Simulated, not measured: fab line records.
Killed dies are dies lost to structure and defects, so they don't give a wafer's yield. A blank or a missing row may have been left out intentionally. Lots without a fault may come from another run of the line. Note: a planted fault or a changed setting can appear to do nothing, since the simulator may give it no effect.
What tool caused it? | flow n5_finfet | Sampling: 12 lots, 36 wafers, 6 of 1938 route steps

## WHAT THE GAUGES SHOWED, per wafer
N5_FIN_CUT_CD_MEAS_08: the cd target is 29.1 nm.
lot  | measured    | on        | cd_nm (nm)
L075 | day 2 08:55 | cd_sem-02 | 28.77 29.31 29.16
L077 | day 2 21:07 | cd_sem-02 | 29.04 28.85 29.30
L079 | day 3 09:05 | cd_sem-02 | 29.30 29.00 29.47
L081 | day 3 21:11 | cd_sem-02 | 29.32 28.78 29.42
L083 | day 4 10:15 | cd_sem-03 | 28.78 28.80 28.95
L085 | day 4 21:08 | cd_sem-02 | 28.65 29.21 29.38
L087 | day 5 10:22 | cd_sem-01 | 28.84 29.18 28.49
L089 | day 6 01:22 | cd_sem-01 | 29.15 29.14 29.16
L091 | day 6 09:35 | cd_sem-02 | 29.25 28.80 29.35
L093 | day 6 22:01 | cd_sem-02 | 29.32 29.16 29.24
L095 | day 7 09:01 | cd_sem-02 | 29.21 29.40 29.12
L097 | day 7 20:29 | cd_sem-02 | 29.07 28.81 29.10

## WHICH TOOL RAN EACH LOT (tool, then ch and the chambers of the sampled wafers, then the start)
lot  | N5_PMOS_HMC_CHANNEL_EPI_HM_DEP_34 | N5_PMOS_HMC_CHANNEL_EPI_EPI_26 | N5_FIN_SAQP_PECVD_48           | N5_FIN_SAQP_RECESS_75             | N5_FIN_SAQP_SPACER2_ALD_28
L075 | pecvd-04 ch 0,2, day 1 22:53      | epi_rpcvd-04 ch 0, day 2 02:11 | pecvd-01 ch 0,1,2, day 2 03:11 | vapor_etch-02 ch 0,1, day 2 04:44 | ald_sin-02 ch 2,3, day 2 07:13
L077 | pecvd-04 ch 0,2, day 2 11:14      | epi_rpcvd-01 ch 0, day 2 14:36 | pecvd-01 ch 0,1,2, day 2 15:43 | vapor_etch-01 ch 0,1, day 2 17:07 | ald_sin-04 ch 0,2,3, day 2 19:34
L079 | pecvd-01 ch 0,1, day 2 23:04      | epi_rpcvd-04 ch 0, day 3 02:28 | pecvd-03 ch 0,2, day 3 03:34   | vapor_etch-02 ch 0,1, day 3 05:08 | ald_sin-02 ch 2,3, day 3 07:20
L081 | pecvd-02 ch 0,2, day 3 11:14      | epi_rpcvd-01 ch 0, day 3 14:12 | pecvd-02 ch 1,2, day 3 15:38   | vapor_etch-01 ch 0,1, day 3 16:56 | ald_sin-03 ch 2,3, day 3 19:35
L083 | pecvd-01 ch 1,2, day 3 23:34      | epi_rpcvd-01 ch 0, day 4 02:47 | pecvd-03 ch 0,1, day 4 04:13   | vapor_etch-02 ch 0,1, day 4 05:59 | ald_sin-03 ch 0,1,2, day 4 08:40
L085 | pecvd-02 ch 0,1,2, day 4 10:59    | epi_rpcvd-04 ch 0, day 4 13:59 | pecvd-01 ch 0,1,2, day 4 14:55 | vapor_etch-02 ch 0,1, day 4 16:27 | ald_sin-02 ch 0,3, day 4 19:38
L087 | pecvd-02 ch 0,2, day 4 23:40      | epi_rpcvd-04 ch 0, day 5 02:43 | pecvd-02 ch 0,1, day 5 04:53   | vapor_etch-01 ch 0,1, day 5 06:26 | ald_sin-03 ch 1,2,3, day 5 08:43
L089 | pecvd-02 ch 1,2, day 5 12:26      | epi_rpcvd-04 ch 0, day 5 15:56 | pecvd-02 ch 1,2, day 5 17:02   | vapor_etch-02 ch 0,1, day 5 21:18 | ald_sin-04 ch 0,1,3, day 5 23:44
L091 | pecvd-01 ch 0,1,2, day 6 00:26    | epi_rpcvd-01 ch 0, day 6 03:12 | pecvd-03 ch 0,1, day 6 04:28   | vapor_etch-01 ch 0,1, day 6 05:45 | ald_sin-03 ch 1,2,3, day 6 08:10
L093 | pecvd-01 ch 0,2, day 6 11:29      | epi_rpcvd-04 ch 0, day 6 14:17 | pecvd-01 ch 0,1, day 6 15:25   | vapor_etch-01 ch 0,1, day 6 17:04 | ald_sin-04 ch 0,2,3, day 6 19:58
L095 | pecvd-04 ch 0,1,2, day 6 23:29    | epi_rpcvd-01 ch 0, day 7 02:25 | pecvd-01 ch 0,2, day 7 03:50   | vapor_etch-01 ch 0,1, day 7 05:07 | ald_sin-04 ch 2,3, day 7 07:29
L097 | pecvd-04 ch 0,1,2, day 7 10:36    | epi_rpcvd-01 ch 0, day 7 13:55 | pecvd-01 ch 0,1,2, day 7 14:57 | vapor_etch-02 ch 0,1, day 7 16:22 | ald_sin-03 ch 1,3, day 7 18:58
- N5_PMOS_HMC_CHANNEL_EPI_HM_DEP_34: deposits SiO2 from TEOS/O2, target thk 36 nm, time 6.9 s.
- N5_PMOS_HMC_CHANNEL_EPI_EPI_26: deposits Si from SiH4/H2, target thk 3.8 nm, time 22.7 s.
- N5_FIN_SAQP_PECVD_48: deposits SiNx from SiH4/NH3/N2, target thk 25 nm, time 22.1 s.
- N5_FIN_SAQP_RECESS_75: chemistry HF/NH3, target SiO2, target depth 14.4 nm, afs cycles 3, sublimation time 60 s.
- N5_FIN_SAQP_SPACER2_ALD_28: deposits SiO2, target thk 8.1 nm, pulse time 1 s, purge time 2 s.

## THE ANSWER, worked out from the rows above alone
Rule: usual is defined by the lots themselves. The widest of any qualifying gaps counts: lots, ordered by their means at a reading, are off when they make up no more than a third of the lots, leave a main group of 4 or more, and stand apart from it by 3 or more times the standard deviation of that group's means. Not used: any main group whose means are identical at the precision the tables above print for the reading. Also off: a lot with no number at a reading for which 4 or more lots have one. Any other lot the step has rows for is counted as sound.
Nothing can be told from this: no lot is off at any reading shown.

## WHAT THE SIMULATOR HAD INSERTED
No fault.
